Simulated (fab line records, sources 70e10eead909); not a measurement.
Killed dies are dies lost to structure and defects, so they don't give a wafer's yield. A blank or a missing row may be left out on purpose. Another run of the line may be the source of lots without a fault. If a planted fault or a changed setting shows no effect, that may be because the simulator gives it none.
fab line records / flow nand_harc
[record] lots = 5 wafers = 15 last_day = 25
route steps=1159 shown P_GATE@170 END@1159
lots that met no fault: from a run of the same line without faults
start_h: hours from the record's first day to the start of the lot's first wafer shown / wait_h: hours from the lot's prior step to this one / " identical to the entry in the row above / L1.1+2: a row that stands for several wafers / - either no value or no given start / * or withheld: withheld / < > ~ a bound
route shown NAME@n: NAME is a module with steps in the file, n the number in the route of the first one / usual: the fault-free wafers' mean and standard deviation / same: alike in all rows / chamber/n: place in a boat / sites: per-site readings / _std_site: the values' standard deviation / _edge_site: outer sites' mean less inner sites' / radius_mm: how far each site lies from the wafer's centre / mask NAME#n: copy n / behind: the last tool/chamber to shape the wafer / hold: why the lot was held/for how many hours/how that ended / device: the transistor (n, p or np) that didn't switch / end of line: the same wafers' tests at the end of the route / a step given without rows: its recipe and nothing more / killed: dies that structure and defects cost at the first sort, which is not the same as the wafer's yield / map: a wafer's dies, x killed, . not, _ none there
set.NAME: the setting as run; set.NAME@STEP: as run at that earlier step / model.NAME: the simulator's own value behind a step, which no gauge read
lots seen at some steps along the route; tables by step, rows by wafer
services: the hour from which a tool's chamber was out of use, counted from the record's first day as start_h (under 0 if before that day), plus the number of hours and why
[[steps]]
[step NHARC_P_GATE_CD_MEAS_46]
[recipe] target_cd_nm = 720 landing_energy_ev = 500
[usual] cd_nm = 720.7/2.2
lot.wafer=L917.4 tool=cd_sem-03 chamber=0 start_h=140.02 wait_h=- cd_nm=717.6
lot.wafer=L917.5 tool=cd_sem-03 chamber=0 start_h=140.02 wait_h=- cd_nm=720.2
lot.wafer=L917.6 tool=cd_sem-03 chamber=0 start_h=140.02 wait_h=- cd_nm=718.7
lot.wafer=L918.2 tool=cd_sem-03 chamber=0 start_h=147.48 wait_h=- cd_nm=717.0
lot.wafer=L918.3 tool=cd_sem-03 chamber=0 start_h=147.48 wait_h=- cd_nm=719.2
lot.wafer=L918.6 tool=cd_sem-03 chamber=0 start_h=147.48 wait_h=- cd_nm=719.1
lot.wafer=L925.2 tool=cd_sem-03 chamber=0 start_h=184.23 wait_h=- cd_nm=720.0
lot.wafer=L925.4 tool=cd_sem-03 chamber=0 start_h=184.23 wait_h=- cd_nm=721.0
lot.wafer=L925.6 tool=cd_sem-03 chamber=0 start_h=184.23 wait_h=- cd_nm=720.3
lot.wafer=L933.1 tool=cd_sem-02 chamber=0 start_h=235.44 wait_h=- cd_nm=726.7
lot.wafer=L933.2 tool=cd_sem-02 chamber=0 start_h=235.44 wait_h=- cd_nm=721.8
lot.wafer=L933.4 tool=cd_sem-02 chamber=0 start_h=235.44 wait_h=- cd_nm=722.0
lot.wafer=L934.2 tool=cd_sem-02 chamber=0 start_h=235.60 wait_h=- cd_nm=718.0
lot.wafer=L934.3 tool=cd_sem-02 chamber=0 start_h=235.60 wait_h=- cd_nm=723.5
lot.wafer=L934.4 tool=cd_sem-02 chamber=0 start_h=235.60 wait_h=- cd_nm=719.0
[step NHARC_P_GATE_HARDBAKE_47]
[recipe] temp_c = 125 time_s = 80
[step NHARC_P_GATE_DESCUM_48]
[recipe] time_s = 3 o2_flow_sccm = 200 ar_flow_sccm = 0 bias_power_w = 0 chemistry = O2
[usual] drypump_motor_current_A = 5.8/0.46 oes_product_au = 1.000/0.012 rf_vpp_V = 57.9/0.9 showerhead_plenum_p_Torr = 1.90/0.09 throttle_valve_pct = 11.311/0.0084
lot.wafer=L917.4 tool=rie_diel-03 chamber=0 start_h=140.18 wait_h=- drypump_motor_current_A=5.8 oes_product_au=0.998 rf_hours_counter_h=19 rf_vpp_V=59.0 showerhead_plenum_p_Torr=1.87 throttle_valve_pct=11.321
lot.wafer=L917.5 tool=rie_diel-03 chamber=3 start_h=140.18 wait_h=- drypump_motor_current_A=6.5 oes_product_au=1.000 rf_hours_counter_h=- rf_vpp_V=57.4 showerhead_plenum_p_Torr=1.83 throttle_valve_pct=11.300
lot.wafer=L917.6 tool=rie_diel-03 chamber=0 start_h=140.18 wait_h=- drypump_motor_current_A=5.8 oes_product_au=0.987 rf_hours_counter_h=- rf_vpp_V=57.1 showerhead_plenum_p_Torr=1.87 throttle_valve_pct=11.300
lot.wafer=L918.2 tool=rie_diel-03 chamber=3 start_h=147.64 wait_h=- drypump_motor_current_A=6.5 oes_product_au=1.017 rf_hours_counter_h=20 rf_vpp_V=57.2 showerhead_plenum_p_Torr=1.83 throttle_valve_pct=11.323
lot.wafer=L918.3 tool=rie_diel-03 chamber=2 start_h=147.64 wait_h=- drypump_motor_current_A=5.8 oes_product_au=1.025 rf_hours_counter_h=19 rf_vpp_V=58.1 showerhead_plenum_p_Torr=1.94 throttle_valve_pct=11.304
lot.wafer=L918.6 tool=rie_diel-03 chamber=2 start_h=147.64 wait_h=- drypump_motor_current_A=5.8 oes_product_au=1.015 rf_hours_counter_h=- rf_vpp_V=57.4 showerhead_plenum_p_Torr=1.94 throttle_valve_pct=11.320
lot.wafer=L925.4 tool=rie_diel-13 chamber=0 start_h=184.41 wait_h=- drypump_motor_current_A=6.2 oes_product_au=1.008 rf_hours_counter_h=26 rf_vpp_V=57.1 showerhead_plenum_p_Torr=1.82 throttle_valve_pct=11.306
lot.wafer=L925.2 tool=rie_diel-13 chamber=1 start_h=184.41 wait_h=- drypump_motor_current_A=6.0 oes_product_au=0.987 rf_hours_counter_h=26 rf_vpp_V=57.9 showerhead_plenum_p_Torr=1.88 throttle_valve_pct=11.318
lot.wafer=L925.6 tool=rie_diel-13 chamber=3 start_h=184.41 wait_h=- drypump_motor_current_A=6.1 oes_product_au=0.980 rf_hours_counter_h=- rf_vpp_V=57.0 showerhead_plenum_p_Torr=2.07 throttle_valve_pct=11.294
lot.wafer=L933.1 tool=rie_diel-13 chamber=2 start_h=235.60 wait_h=- drypump_motor_current_A=5.0 oes_product_au=0.997 rf_hours_counter_h=41 rf_vpp_V=58.6 showerhead_plenum_p_Torr=1.88 throttle_valve_pct=11.305
lot.wafer=L933.2 tool=rie_diel-13 chamber=0 start_h=235.60 wait_h=- drypump_motor_current_A=6.2 oes_product_au=1.011 rf_hours_counter_h=44 rf_vpp_V=57.7 showerhead_plenum_p_Torr=1.82 throttle_valve_pct=11.305
lot.wafer=L933.4 tool=rie_diel-13 chamber=1 start_h=235.60 wait_h=- drypump_motor_current_A=6.0 oes_product_au=0.993 rf_hours_counter_h=42 rf_vpp_V=58.6 showerhead_plenum_p_Torr=1.87 throttle_valve_pct=11.304
lot.wafer=L934.3 tool=rie_diel-13 chamber=0 start_h=235.76 wait_h=- drypump_motor_current_A=6.2 oes_product_au=1.000 rf_hours_counter_h=44 rf_vpp_V=57.5 showerhead_plenum_p_Torr=1.82 throttle_valve_pct=11.302
lot.wafer=L934.2 tool=rie_diel-13 chamber=1 start_h=235.76 wait_h=- drypump_motor_current_A=6.0 oes_product_au=0.985 rf_hours_counter_h=42 rf_vpp_V=58.6 showerhead_plenum_p_Torr=1.87 throttle_valve_pct=11.320
lot.wafer=L934.4 tool=rie_diel-13 chamber=2 start_h=235.76 wait_h=- drypump_motor_current_A=5.0 oes_product_au=0.994 rf_hours_counter_h=41 rf_vpp_V=58.6 showerhead_plenum_p_Torr=1.88 throttle_valve_pct=11.314
[step NHARC_P_GATE_IMPLANT_49]
[recipe] energy_kev = 30 dose_cm2 = 3e+15 tilt_deg = 7
[step NHARC_P_GATE_STRIP_111]
[recipe] power_w = 1500 temp_c = 110 time_s = 250 chemistry = N2/H2
[usual] drypump_motor_current_A = 5.6/0.47 heater_power_w = 94/5.6
lot.wafer=L917.4 tool=plasma_asher-01 chamber=0 start_h=140.64 wait_h=0.2 drypump_motor_current_A=5.0 heater_power_w=91 rf_hours_counter_h=-
lot.wafer=L917.5 tool=plasma_asher-01 chamber=0 start_h=140.64 wait_h=0.2 drypump_motor_current_A=5.0 heater_power_w=91 rf_hours_counter_h=-
lot.wafer=L917.6 tool=plasma_asher-01 chamber=1 start_h=140.64 wait_h=0.2 drypump_motor_current_A=5.8 heater_power_w=99 rf_hours_counter_h=-
lot.wafer=L918.2 tool=plasma_asher-02 chamber=0 start_h=148.08 wait_h=0.2 drypump_motor_current_A=6.2 heater_power_w=84 rf_hours_counter_h=43
lot.wafer=L918.3 tool=plasma_asher-02 chamber=0 start_h=148.08 wait_h=0.2 drypump_motor_current_A=6.2 heater_power_w=83 rf_hours_counter_h=-
lot.wafer=L918.6 tool=plasma_asher-02 chamber=1 start_h=148.08 wait_h=0.2 drypump_motor_current_A=5.9 heater_power_w=95 rf_hours_counter_h=-
lot.wafer=L925.2 tool=plasma_asher-01 chamber=1 start_h=184.81 wait_h=0.2 drypump_motor_current_A=5.8 heater_power_w=97 rf_hours_counter_h=28
lot.wafer=L925.4 tool=plasma_asher-01 chamber=1 start_h=184.81 wait_h=0.2 drypump_motor_current_A=5.8 heater_power_w=100 rf_hours_counter_h=-
lot.wafer=L925.6 tool=plasma_asher-01 chamber=1 start_h=184.81 wait_h=0.2 drypump_motor_current_A=5.8 heater_power_w=102 rf_hours_counter_h=-
lot.wafer=L933.1 tool=plasma_asher-01 chamber=1 start_h=235.97 wait_h=0.2 drypump_motor_current_A=5.8 heater_power_w=101 rf_hours_counter_h=47
lot.wafer=L933.2 tool=plasma_asher-01 chamber=0 start_h=235.97 wait_h=0.2 drypump_motor_current_A=4.9 heater_power_w=90 rf_hours_counter_h=47
lot.wafer=L933.4 tool=plasma_asher-01 chamber=1 start_h=235.97 wait_h=0.2 drypump_motor_current_A=5.7 heater_power_w=97 rf_hours_counter_h=-
lot.wafer=L934.2 tool=plasma_asher-02 chamber=0 start_h=236.18 wait_h=0.2 drypump_motor_current_A=6.2 heater_power_w=83 rf_hours_counter_h=15
lot.wafer=L934.4 tool=plasma_asher-02 chamber=1 start_h=236.18 wait_h=0.2 drypump_motor_current_A=5.8 heater_power_w=98 rf_hours_counter_h=-
lot.wafer=L934.3 tool=plasma_asher-02 chamber=0 start_h=236.18 wait_h=0.2 drypump_motor_current_A=6.2 heater_power_w=84 rf_hours_counter_h=-
[step NHARC_P_GATE_STRIP_75]
[recipe] power_w = 1500 temp_c = 250 chemistry = O2
[usual] drypump_motor_current_A = 5.6/0.48 heater_power_w = 353/20
lot.wafer=L917.4 tool=plasma_asher-01 chamber=0 start_h=140.86 wait_h=0.2 drypump_motor_current_A=4.9 heater_power_w=341 rf_hours_counter_h=-
lot.wafer=L917.5 tool=plasma_asher-01 chamber=0 start_h=140.86 wait_h=0.2 drypump_motor_current_A=4.9 heater_power_w=338 rf_hours_counter_h=-
lot.wafer=L917.6 tool=plasma_asher-01 chamber=1 start_h=140.86 wait_h=0.2 drypump_motor_current_A=5.7 heater_power_w=376 rf_hours_counter_h=-
lot.wafer=L918.2 tool=plasma_asher-02 chamber=0 start_h=148.35 wait_h=0.2 drypump_motor_current_A=6.2 heater_power_w=321 rf_hours_counter_h=43
lot.wafer=L918.3 tool=plasma_asher-02 chamber=0 start_h=148.35 wait_h=0.2 drypump_motor_current_A=6.2 heater_power_w=313 rf_hours_counter_h=-
lot.wafer=L918.6 tool=plasma_asher-02 chamber=1 start_h=148.35 wait_h=0.2 drypump_motor_current_A=5.9 heater_power_w=357 rf_hours_counter_h=-
lot.wafer=L925.2 tool=plasma_asher-01 chamber=1 start_h=185.11 wait_h=0.3 drypump_motor_current_A=5.8 heater_power_w=376 rf_hours_counter_h=29
lot.wafer=L925.4 tool=plasma_asher-01 chamber=1 start_h=185.11 wait_h=0.3 drypump_motor_current_A=5.8 heater_power_w=372 rf_hours_counter_h=-
lot.wafer=L925.6 tool=plasma_asher-01 chamber=1 start_h=185.11 wait_h=0.3 drypump_motor_current_A=5.7 heater_power_w=373 rf_hours_counter_h=-
lot.wafer=L933.1 tool=plasma_asher-01 chamber=1 start_h=236.27 wait_h=0.3 drypump_motor_current_A=5.8 heater_power_w=381 rf_hours_counter_h=47
lot.wafer=L933.2 tool=plasma_asher-01 chamber=0 start_h=236.27 wait_h=0.3 drypump_motor_current_A=4.9 heater_power_w=338 rf_hours_counter_h=47
lot.wafer=L933.4 tool=plasma_asher-01 chamber=1 start_h=236.27 wait_h=0.3 drypump_motor_current_A=5.8 heater_power_w=373 rf_hours_counter_h=-
lot.wafer=L934.2 tool=plasma_asher-02 chamber=0 start_h=236.44 wait_h=0.2 drypump_motor_current_A=6.2 heater_power_w=322 rf_hours_counter_h=16
lot.wafer=L934.4 tool=plasma_asher-02 chamber=1 start_h=236.44 wait_h=0.2 drypump_motor_current_A=5.8 heater_power_w=359 rf_hours_counter_h=-
lot.wafer=L934.3 tool=plasma_asher-02 chamber=0 start_h=236.44 wait_h=0.2 drypump_motor_current_A=6.2 heater_power_w=322 rf_hours_counter_h=-
[step NHARC_P_GATE_STRIP_50]
[recipe] time_s = 900 temp_c = 130 chemistry = SPM
[step NHARC_P_GATE_DEHYDRATE_51]
[recipe] temp_c = 150 time_s = 120
[step NHARC_P_GATE_HMDS_52]
[recipe] time_s = 30
[step NHARC_P_GATE_COAT_53]
[recipe] spin_rpm = 3000
[step NHARC_P_GATE_SOFTBAKE_54]
[recipe] temp_c = 122 time_s = 95
[step NHARC_P_GATE_EBR_55]
[step NHARC_P_GATE_EXPOSE_56]
[recipe] na = 0.6 target_cd_nm = 720 dose_mj = 14.81 mask_id = P_PSD
[usual] exposure_dose_mJ_cm2 = 14.808/0.013
lot.wafer=L917.4 tool=krf_scanner-02 chamber=0 start_h=141.62 wait_h=- mask=P_PSD#0 exposure_dose_mJ_cm2=14.795
lot.wafer=L917.5 tool=krf_scanner-02 chamber=0 start_h=141.62 wait_h=- mask=P_PSD#0 exposure_dose_mJ_cm2=14.802
lot.wafer=L917.6 tool=krf_scanner-02 chamber=0 start_h=141.62 wait_h=- mask=P_PSD#0 exposure_dose_mJ_cm2=14.802
lot.wafer=L918.2 tool=krf_scanner-02 chamber=0 start_h=149.11 wait_h=- mask=P_PSD#0 exposure_dose_mJ_cm2=14.793
lot.wafer=L918.3 tool=krf_scanner-02 chamber=0 start_h=149.11 wait_h=- mask=P_PSD#0 exposure_dose_mJ_cm2=14.797
lot.wafer=L918.6 tool=krf_scanner-02 chamber=0 start_h=149.11 wait_h=- mask=P_PSD#0 exposure_dose_mJ_cm2=14.808
lot.wafer=L925.2 tool=krf_scanner-02 chamber=0 start_h=185.88 wait_h=- mask=P_NSD#0 exposure_dose_mJ_cm2=14.802
lot.wafer=L925.4 tool=krf_scanner-02 chamber=0 start_h=185.88 wait_h=- mask=P_NSD#0 exposure_dose_mJ_cm2=14.798
lot.wafer=L925.6 tool=krf_scanner-02 chamber=0 start_h=185.88 wait_h=- mask=P_NSD#0 exposure_dose_mJ_cm2=14.814
lot.wafer=L933.1 tool=krf_scanner-04 chamber=0 start_h=237.04 wait_h=- mask=P_PSD#0 exposure_dose_mJ_cm2=14.806
lot.wafer=L933.2 tool=krf_scanner-04 chamber=0 start_h=237.04 wait_h=- mask=P_PSD#0 exposure_dose_mJ_cm2=14.820
lot.wafer=L933.4 tool=krf_scanner-04 chamber=0 start_h=237.04 wait_h=- mask=P_PSD#0 exposure_dose_mJ_cm2=14.810
lot.wafer=L934.2 tool=krf_scanner-02 chamber=0 start_h=237.22 wait_h=- mask=P_PSD#0 exposure_dose_mJ_cm2=14.799
lot.wafer=L934.3 tool=krf_scanner-02 chamber=0 start_h=237.22 wait_h=- mask=P_PSD#0 exposure_dose_mJ_cm2=14.779
lot.wafer=L934.4 tool=krf_scanner-02 chamber=0 start_h=237.22 wait_h=- mask=P_PSD#0 exposure_dose_mJ_cm2=14.830
[step NHARC_P_GATE_PEB_57]
[recipe] peb_temp_c = 118 peb_time_s = 85
[step NHARC_P_GATE_DEVELOP_58]
[recipe] time_s = 70
[step NHARC_P_GATE_CD_MEAS_59]
[recipe] target_cd_nm = 720 landing_energy_ev = 500
[usual] cd_nm = 718.5/2.6
lot.wafer=L917.4 tool=cd_sem-03 chamber=0 start_h=141.77 wait_h=- cd_nm=720.4
lot.wafer=L917.5 tool=cd_sem-03 chamber=0 start_h=141.77 wait_h=- cd_nm=719.4
lot.wafer=L917.6 tool=cd_sem-03 chamber=0 start_h=141.77 wait_h=- cd_nm=719.3
lot.wafer=L918.2 tool=cd_sem-01 chamber=0 start_h=149.27 wait_h=- cd_nm=719.1
lot.wafer=L918.3 tool=cd_sem-01 chamber=0 start_h=149.27 wait_h=- cd_nm=720.2
lot.wafer=L918.6 tool=cd_sem-01 chamber=0 start_h=149.27 wait_h=- cd_nm=718.2
lot.wafer=L925.2 tool=cd_sem-02 chamber=0 start_h=186.04 wait_h=- cd_nm=-
lot.wafer=L925.4 tool=cd_sem-02 chamber=0 start_h=186.04 wait_h=- cd_nm=-
lot.wafer=L925.6 tool=cd_sem-02 chamber=0 start_h=186.04 wait_h=- cd_nm=-
lot.wafer=L933.1 tool=cd_sem-03 chamber=0 start_h=237.20 wait_h=- cd_nm=720.1
lot.wafer=L933.2 tool=cd_sem-03 chamber=0 start_h=237.20 wait_h=- cd_nm=720.1
lot.wafer=L933.4 tool=cd_sem-03 chamber=0 start_h=237.20 wait_h=- cd_nm=720.6
lot.wafer=L934.2 tool=cd_sem-03 chamber=0 start_h=237.37 wait_h=- cd_nm=714.4
lot.wafer=L934.3 tool=cd_sem-03 chamber=0 start_h=237.37 wait_h=- cd_nm=719.4
lot.wafer=L934.4 tool=cd_sem-03 chamber=0 start_h=237.37 wait_h=- cd_nm=716.0
[step NHARC_P_GATE_HARDBAKE_60]
[recipe] temp_c = 125 time_s = 80
[step NHARC_END_SORT_01]
[recipe] temp_c = 25
[usual] killed_at_array = 27/11 killed_at_other = 0.7/1.1 killed_at_periphery = 3.6/2.4 killed_dies = 32/11 killed_open = 3.3/1.8 killed_short = 2.1/1.5
[same] gross_dies = 677
lot.wafer=L925.2 tool=prober-01 chamber=0 start_h=526.32 wait_h=2.8 killed_at_array=9 killed_at_other=0 killed_at_periphery=668 killed_dies=677 killed_open=2 killed_short=3
lot.wafer=L925.4 tool=prober-01 chamber=0 start_h=527.90 wait_h=3.4 killed_at_array=8 killed_at_other=0 killed_at_periphery=669 killed_dies=677 killed_open=2 killed_short=0
lot.wafer=L925.6 tool=prober-01 chamber=0 start_h=529.48 wait_h=3.9 killed_at_array=12 killed_at_other=0 killed_at_periphery=665 killed_dies=677 killed_open=2 killed_short=2
// killed by level:class
L925.2 P_GATE:area_expose=665 A_CHANNEL_HOLE_D1:chamber_film_flake=2 A_WL_FILL:chamber_film_flake=2 P_GATE:geometric_particle:open=1 A_ONON_D1:geometric_particle:open=1 A_ONON_D1:geometric_particle:short=1 A_SGD_CUT:geometric_particle:short=1 A_WL_FILL:geometric_particle:short=1
L925.4 P_GATE:area_expose=668 A_CONTACT:chamber_film_flake=3 A_CONTACT:geometric_particle:open=1 A_BLC:geometric_particle:open=1 P_GATE:chamber_film_flake=1 A_CHANNEL_HOLE_D1:chamber_film_flake=1 A_STAIRCASE:chamber_film_flake=1 A_WL_FILL:chamber_film_flake=1
L925.6 P_GATE:area_expose=664 A_CONTACT:chamber_film_flake=3 A_CHANNEL_HOLE_D1:chamber_film_flake=3 A_CONTACT:geometric_particle:open=2 A_STAIRCASE:chamber_film_flake=2 P_M0:geometric_particle:short=1 A_M0:geometric_particle:short=1 A_WL_FILL:chamber_film_flake=1
// map L925.2 (x killed, . not)
____________x____________
_________xxxxxxx_________
_______xxxxxxxxxxx_______
______xxxxxxxxxxxxx______
_____xxxxxxxxxxxxxxx_____
____xxxxxxxxxxxxxxxxx____
____xxxxxxxxxxxxxxxxx____
___xxxxxxxxxxxxxxxxxxx___
___xxxxxxxxxxxxxxxxxxx___
__xxxxxxxxxxxxxxxxxxxxx__
__xxxxxxxxxxxxxxxxxxxxx__
_xxxxxxxxxxxxxxxxxxxxxxx_
_xxxxxxxxxxxxxxxxxxxxxxx_
_xxxxxxxxxxxxxxxxxxxxxxx_
_xxxxxxxxxxxxxxxxxxxxxxx_
_xxxxxxxxxxxxxxxxxxxxxxx_
xxxxxxxxxxxxxxxxxxxxxxxxx
xxxxxxxxxxxxxxxxxxxxxxxxx
xxxxxxxxxxxxxxxxxxxxxxxxx
xxxxxxxxxxxxxxxxxxxxxxxxx
xxxxxxxxxxxxxxxxxxxxxxxxx
_xxxxxxxxxxxxxxxxxxxxxxx_
_xxxxxxxxxxxxxxxxxxxxxxx_
_xxxxxxxxxxxxxxxxxxxxxxx_
_xxxxxxxxxxxxxxxxxxxxxxx_
_xxxxxxxxxxxxxxxxxxxxxxx_
__xxxxxxxxxxxxxxxxxxxxx__
__xxxxxxxxxxxxxxxxxxxxx__
___xxxxxxxxxxxxxxxxxxx___
___xxxxxxxxxxxxxxxxxxx___
____xxxxxxxxxxxxxxxxx____
____xxxxxxxxxxxxxxxxx____
_____xxxxxxxxxxxxxxx_____
______xxxxxxxxxxxxx______
_______xxxxxxxxxxx_______
_________xxxxxxx_________
____________x____________
// map L918.3 (x killed, . not)
____________.____________
_________.....x._________
_______..........._______
______.............______
_____..............._____
____.................____
____.....x...........____
___...................___
___.........x.........___
__...................x.__
__...x.................__
_.....x.........x......._
_.....x..x.............._
_......................._
_....x.................._
_.x..xx................._
......x..................
.....xx..................
......x..................
....x....................
.........................
_......................._
_......................._
_......................._
_......................._
_............x..x....xx._
__............xx.......__
__........x...........x__
___..........x..xx....___
___..........xx.x.....___
____.........x.x.x...____
____...........xx....____
_____.x....x........_____
______.......x.....______
_______.......x..._______
_________......._________
____________.____________
[[services]]
tool=rie_diel-13 chamber=0 start_h=132.62 hours=- kind=clean
tool=rie_diel-13 chamber=1 start_h=132.62 hours=- kind=clean
tool=rie_diel-13 chamber=2 start_h=132.62 hours=- kind=clean
tool=rie_diel-13 chamber=3 start_h=132.62 hours=- kind=clean
tool=krf_scanner-04 chamber=- start_h=146.27 hours=4.0 kind=pm
tool=rie_diel-03 chamber=0 start_h=146.55 hours=8.5 kind=repair
tool=krf_scanner-02 chamber=- start_h=146.58 hours=2.1 kind=repair
tool=rie_diel-03 chamber=3 start_h=147.82 hours=10.4 kind=repair
tool=plasma_asher-02 chamber=- start_h=152.71 hours=2.3 kind=repair
tool=rie_diel-13 chamber=0 start_h=157.12 hours=- kind=clean
tool=rie_diel-13 chamber=1 start_h=157.12 hours=- kind=clean
tool=rie_diel-13 chamber=2 start_h=157.12 hours=- kind=clean
tool=rie_diel-13 chamber=3 start_h=157.12 hours=- kind=clean
tool=plasma_asher-02 chamber=- start_h=163.33 hours=7.7 kind=repair
tool=rie_diel-13 chamber=0 start_h=181.62 hours=- kind=clean
tool=rie_diel-13 chamber=1 start_h=181.62 hours=- kind=clean
tool=rie_diel-13 chamber=2 start_h=181.62 hours=- kind=clean
tool=plasma_asher-02 chamber=- start_h=183.00 hours=9.0 kind=pm
tool=plasma_asher-02 chamber=0 start_h=183.00 hours=9.0 kind=vent_cycle
tool=plasma_asher-02 chamber=1 start_h=183.00 hours=9.0 kind=vent_cycle
tool=plasma_asher-02 chamber=0 start_h=192.00 hours=- kind=clean
tool=plasma_asher-02 chamber=1 start_h=192.00 hours=- kind=clean
tool=krf_scanner-02 chamber=- start_h=210.00 hours=4.0 kind=pm
tool=rie_diel-03 chamber=- start_h=215.31 hours=9.0 kind=pm
[[key]]
[first_sign] step = NHARC_P_GATE_EXPOSE_56 reading = mask direction = changed
[effect] step = NHARC_P_GATE_CD_MEAS_59 reading = cd_nm direction = missing
[effect] step = NHARC_END_SORT_01 reading = killed_at_periphery direction = up sigmas = 99+ usual = 3.6 struck = 667.3
[more_kills_born_at] NHARC_P_GATE_EXPOSE_56@krf_scanner-02 = 1997
met_at NHARC_P_GATE_EXPOSE_56
struck_wafers L925.2,L925.4,L925.6
later_rows_left_out L925.2,L925.4,L925.6
tester_left_out L925
onset_between 149.11 185.88
[fault] kind = wrong_mask tool = any chamber = - onset_h = 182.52 steps = NHARC_P_GATE_EXPOSE_56 aux_copy = P_NSD#0 scope = struck_lots_only
// tester_left_out: of these lots the tester's yield and bins aren't shown, on N5 and GAA mostly nor the transistor test; their killed dies are dies lost to structure and defects alone, not to doping, threshold or leakage, so they don't give the yield
// later_rows_left_out: the simulator's readings of these wafers behind a module that went badly wrong aren't trusted and aren't shown, but for the sort
